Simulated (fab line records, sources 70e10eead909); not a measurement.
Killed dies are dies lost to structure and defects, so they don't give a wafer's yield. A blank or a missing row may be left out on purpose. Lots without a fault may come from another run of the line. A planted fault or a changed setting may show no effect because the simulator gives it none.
fab line records | flow nand_harc
record lots=6 wafers=14 last_day=31
route steps=1302 shown A_CHANNEL_FILL_D1@506 A_DECK1_JOINT@518
lots that met no fault: from a run of the same line without faults
start_h: hours from the record's first day to the start of the lot's first wafer shown | wait_h: hours since the lot's step before | " the same as in the row above | L1.1+2: a row that stands for several wafers | - no value, or no start given | * or withheld: withheld | < > ~ a bound
route shown NAME@n: a module of which the file shows steps, and the number in the route of the first | usual: mean/standard deviation of fault-free wafers | same: alike in all rows | chamber/n: place in a boat | sites: the reading at each site | _std_site: their standard deviation | _edge_site: outer sites' mean less inner sites' | radius_mm: how far each site lies from the wafer's centre | mask NAME#n: copy n | behind: the tool/chamber that last shaped the wafer | hold: why the lot was held/for how many hours/how that ended | device: the transistor (n, p or np) that didn't switch | end of line: the same wafers' tests at the end of the route | a step without rows: its recipe alone | killed: dies lost to structure and defects at the first sort, not the wafer's yield | map: a wafer's dies, x killed, . not, _ none there
set.NAME: the setting as run; set.NAME@STEP: as run at that earlier step | model.NAME: the simulator's own value behind a step, which no gauge read
lots at some steps of the route; a table a step, a row a wafer
services: from which hour (start_h, from the record's first day; less than 0 if before it) a tool's chamber was out of use, for how many hours, and why
## steps
# step NHARC_A_CHANNEL_FILL_D1_THK_MEAS_06
# recipe thk_meas_gauge=ellipsometry
# usual thk_nm=5.1/0.99
# columns lot.wafer tool chamber start_h wait_h thk_nm
L173.1 film_metro-01 - 234.73 0.4 3.7
L173.3 " - " " 2.9
L173.6 " - " " 5.5
L172.2 film_metro-02 - 234.73 0.4 4.8
L172.4 " - " " 5.2
L172.6 " - " " 4.8
L181.3 film_metro-01 - 332.50 0.4 6.8
L183.2 film_metro-01 - 341.55 0.4 4.6
L185.2 film_metro-02 - 369.23 0.4 5.8
L185.3 " - " " 3.5
L185.6 " - " " 3.2
L189.1 film_metro-02 - 405.58 0.4 3.0
L189.3 " - " " 3.2
L189.4 " - " " 5.1
# step NHARC_A_CHANNEL_FILL_D1_ALD_25
# recipe target_thk_a=600 pulse_time_s=10 ald_cycles=600 temp_c=300 material=SiOx
# usual heater_power_outer_w=273/40 heater_power_w=477/59 precursor_pulse_height_rel=1.002/0.019
# columns lot.wafer tool chamber start_h wait_h heater_power_outer_w heater_power_w precursor_pulse_height_rel
L172.2 ald_hk-02 1 234.78 0.1 239 477 1.000
L172.4 " 0 236.65 1.9 352 580 1.028
L172.6 " 2 237.90 3.2 222 392 1.023
L173.1 ald_hk-03 1 234.78 0.1 295 493 0.968
L173.3 " 3 236.00 1.3 277 478 1.002
L173.6 " 2 237.84 3.1 308 524 0.998
L181.3 ald_hk-04 2 333.78 1.3 236 416 1.010
L183.2 ald_hk-03 0 342.21 0.7 232 426 0.985
L185.3 ald_hk-02 1 369.28 0.0 275 516 0.954
L185.2 " 0 371.13 1.9 361 585 0.981
L185.6 " 1 " " 272 514 0.990
L189.3 ald_hk-03 0 406.25 0.7 238 434 0.982
L189.1 " 1 " " 297 488 0.994
L189.4 " 2 " " 316 544 0.985
# step NHARC_A_CHANNEL_FILL_D1_ETCHBACK_08
# recipe target_depth_a=2200 time_s=110 c4f8_flow_sccm=20 ar_flow_sccm=withheld rf_w=600 bias_w=300 chemistry=C4F8
# usual oes_product_au=0.94/0.033 rf_fwd_power_W=596.3/2 rf_vpp_V=440.9/2.1
# columns lot.wafer tool chamber start_h wait_h oes_product_au rf_fwd_power_W rf_hours_counter_h rf_vpp_V
L173.3 rie_diel-03 0 - - 0.93 598.0 8.7 441.3
L173.1 " 1 " " 0.92 598.9 9.0 443.8
L173.6 " 2 " " 0.91 598.0 - 443.5
L172.4 rie_diel-11 0 - - 0.92 593.2 6.9 440.4
L172.2 " 2 " " 0.92 596.5 5.6 442.1
L172.6 " 0 " " 0.92 593.2 - 439.6
L181.3 rie_diel-11 2 - - 0.90 597.7 3.6 443.6
L183.2 rie_diel-11 1 - - 1.00 596.8 4.2 439.5
L185.3 rie_diel-07 1 - - 0.99 596.8 3.4 440.3
L185.2 " 3 " " 1.00 593.4 5.0 443.9
L185.6 " 0 " " 0.99 595.6 - 440.9
L189.1 rie_diel-03 0 - - 1.00 598.9 7.5 441.0
L189.3 " 1 " " 0.99 596.5 6.9 443.1
L189.4 " 0 " " 1.01 595.9 - 440.6
# step NHARC_A_CHANNEL_FILL_D1_STRIP_29
# recipe time_s=20 o2_flow_sccm=500 ar_flow_sccm=0 bias_w=0 chemistry=O2
# usual drypump_motor_current_A=6.0/0.43 oes_product_au=0.997/0.01 rf_vpp_V=57.7/0.85 showerhead_plenum_p_Torr=3.54/0.11 throttle_valve_pct=17.035/0.0097
# columns lot.wafer tool chamber start_h wait_h drypump_motor_current_A oes_product_au rf_hours_counter_h rf_vpp_V showerhead_plenum_p_Torr throttle_valve_pct
L173.1 rie_diel-03 2 - - 6.4 1.002 7.6 57.5 3.65 17.041
L173.3 " 1 " " 5.9 1.000 9.1 57.4 3.68 17.042
L173.6 " 3 " " 5.7 1.003 - 57.5 3.52 17.024
L172.2 rie_diel-11 2 - - 6.0 1.001 5.6 56.9 3.60 17.040
L172.4 " 0 " " 5.3 1.000 6.9 57.2 3.42 17.046
L172.6 " 2 " " 6.0 1.003 - 58.4 3.60 17.020
L181.3 rie_diel-11 0 - - 5.2 1.004 3.8 57.4 3.42 17.021
L183.2 rie_diel-11 0 - - 5.2 1.006 4.2 55.6 3.42 17.035
L185.3 rie_diel-07 2 - - 6.0 1.000 5.0 57.4 3.29 17.044
L185.2 " 0 " " 6.8 0.994 3.3 58.3 3.53 17.052
L185.6 " 2 " " 6.0 1.008 - 56.2 3.29 17.036
L189.1 rie_diel-03 1 411.35 0.2 5.9 0.995 7.0 58.9 3.67 17.032
L189.3 " 0 " " 5.3 1.008 7.6 55.7 3.53 17.031
L189.4 " 2 " " 6.3 1.005 - 58.3 3.65 17.042
# step NHARC_A_CHANNEL_FILL_D1_PRECLEAN_30
# recipe time_s=30 chemistry=dHF
# step NHARC_A_CHANNEL_FILL_D1_SRD_31
# step NHARC_A_CHANNEL_FILL_D1_CVD_09
# recipe target_thk_a=1500 temp_c=620 pressure_mtorr=200 time_s=3000 material=poly-Si
# step NHARC_A_CHANNEL_FILL_D1_CMP_10
# recipe target_thk_nm=150
# usual motor_current_A=12.2/0.87 time_to_endpoint_s=15.5/2.3
# columns lot.wafer tool chamber start_h wait_h motor_current_A time_to_endpoint_s
L173.3 cmp-02 0 246.18 0.4 11.9 18.6
L173.1 " 2 " " 13.4 15.0
L173.6 " 0 " " 11.2 16.6
L172.4 cmp-03 0 246.21 0.4 12.9 13.1
L172.2 " 2 " " 13.6 15.9
L172.6 " 3 " " 13.6 14.2
L181.3 cmp-03 2 345.52 0.4 13.8 15.2
L183.2 cmp-03 3 353.30 0.4 13.1 19.9
L185.3 cmp-01 3 380.59 0.4 12.0 13.2
L185.2 " 2 " " 10.7 14.0
L185.6 " 0 " " 12.4 14.6
L189.3 cmp-03 0 417.12 0.4 13.5 12.0
L189.1 " 1 " " 11.5 12.5
L189.4 " 2 " " 13.6 17.9
# step NHARC_A_CHANNEL_FILL_D1_SRD_12
# step NHARC_A_CHANNEL_FILL_D1_INSPECT_13
# usual raw_defect_count=344/150
# columns lot.wafer tool chamber start_h wait_h raw_defect_count
L173.1 defect_inspect-02 - 246.59 0.0 303
L173.3 " - " " 197
L173.6 " - " " 267
L172.2 defect_inspect-01 - 246.59 0.0 211
L172.4 " - " " 295
L172.6 " - " " 317
L181.3 defect_inspect-01 - 345.89 0.0 302
L183.2 defect_inspect-01 - 353.66 0.0 387
L185.2 defect_inspect-02 - 381.00 0.0 314
L185.3 " - " " 531
L185.6 " - " " 448
L189.1 defect_inspect-02 - 417.51 0.0 237
L189.3 " - " " 359
L189.4 " - " " 231
# step NHARC_A_DECK1_JOINT_ETCHBACK_07
# recipe target_depth_a=1050 time_s=26.9 hbr_flow_sccm=150 rf_w=350 icp_w=350 bias_w=60 chemistry=HBr
# usual drypump_motor_current_A=5.6/0.37 oes_product_au=1.002/0.013 rf_fwd_power_W=344.5/2.4 throttle_valve_pct=23.265/0.0086
# columns lot.wafer tool chamber start_h wait_h drypump_motor_current_A oes_product_au rf_fwd_power_W rf_hours_counter_h throttle_valve_pct
L173.1 rie_si-02 3 246.65 0.1 4.9 0.989 346.0 0.9 23.265
L173.3 " 1 " " 5.6 1.010 345.9 0.9 23.273
L173.6 " 3 " " 4.9 0.987 347.2 - 23.254
L172.4 rie_si-04 3 246.65 0.1 5.5 0.998 342.3 0.5 23.274
L172.2 " 1 " " 5.7 1.015 345.6 0.5 23.246
L172.6 " 0 " " 6.0 1.015 343.2 - 23.274
L181.3 rie_si-02 3 345.96 0.1 4.9 0.938 345.4 0.4 23.277
L183.2 rie_si-02 3 353.75 0.1 4.9 0.941 347.4 0.4 23.272
L185.3 rie_si-01 2 381.06 0.1 5.5 0.998 348.3 0 23.268
L185.2 " 3 " " 5.7 0.985 345.5 0 23.273
L185.6 " 3 " " 5.7 0.994 344.7 - 23.278
L189.3 rie_si-04 1 417.57 0.1 5.7 1.013 345.2 0.5 23.263
L189.4 " 2 " " 5.2 1.012 342.4 0.4 23.264
L189.1 " 0 " " 5.9 0.999 340.7 0.5 23.263
# step NHARC_A_DECK1_JOINT_ETCH_25
# recipe target_depth_a=5 chemistry=dHF material=SiO2
## services
# columns tool chamber start_h hours kind
ald_hk-03 - 215.54 10.0 pm
rie_diel-11 1 218.60 4.3 repair
rie_diel-03 0 228.38 5.9 repair
cmp-01 - 231.14 6.7 repair
cmp-02 - 232.56 4.0 pm
rie_diel-11 1 249.69 2.9 repair
rie_diel-11 - 255.53 9.0 pm
rie_si-02 - 277.00 9.0 pm
rie_diel-03 - 281.30 9.0 pm
cmp-01 - 283.61 4.0 pm
cmp-03 - 291.87 6.8 repair
rie_diel-07 - 294.58 9.0 pm
rie_diel-03 3 298.83 4.2 repair
rie_si-04 0 307.25 6.8 repair
rie_si-04 1 310.68 15.3 repair
cmp-02 - 330.56 4.0 pm
rie_si-04 - 342.00 9.0 pm
cmp-02 - 344.11 1.3 repair
ald_hk-02 - 349.62 10.0 pm
rie_diel-03 3 387.04 25.4 repair
cmp-03 - 387.95 1.4 repair
cmp-03 - 396.69 4.0 pm
rie_diel-11 - 408.27 0.4 repair
rie_diel-07 1 413.43 22.1 repair
## key
first_sign step=NHARC_A_DECK1_JOINT_ETCHBACK_07 reading=oes_product_au direction=down sigmas=4.8 usual=1.002 struck=0.939
effect none on later readings
met_at NHARC_A_DECK1_JOINT_ETCHBACK_07
struck_wafers L181.3,L183.2
tester_left_out L181,L183
onset_between 246.65 345.96
fault kind=process_parameter_drift tool=rie_si-02 chamber=- onset_h=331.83 steps=NHARC_A_DECK1_JOINT_ETCHBACK_07 channel=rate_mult offset=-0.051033 shape=step end_h=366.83
# tester_left_out: of these lots the tester's yield and bins aren't shown, on N5 and GAA mostly nor the transistor test; their killed dies are dies lost to structure and defects alone, not to doping, threshold or leakage, so they don't give the yield
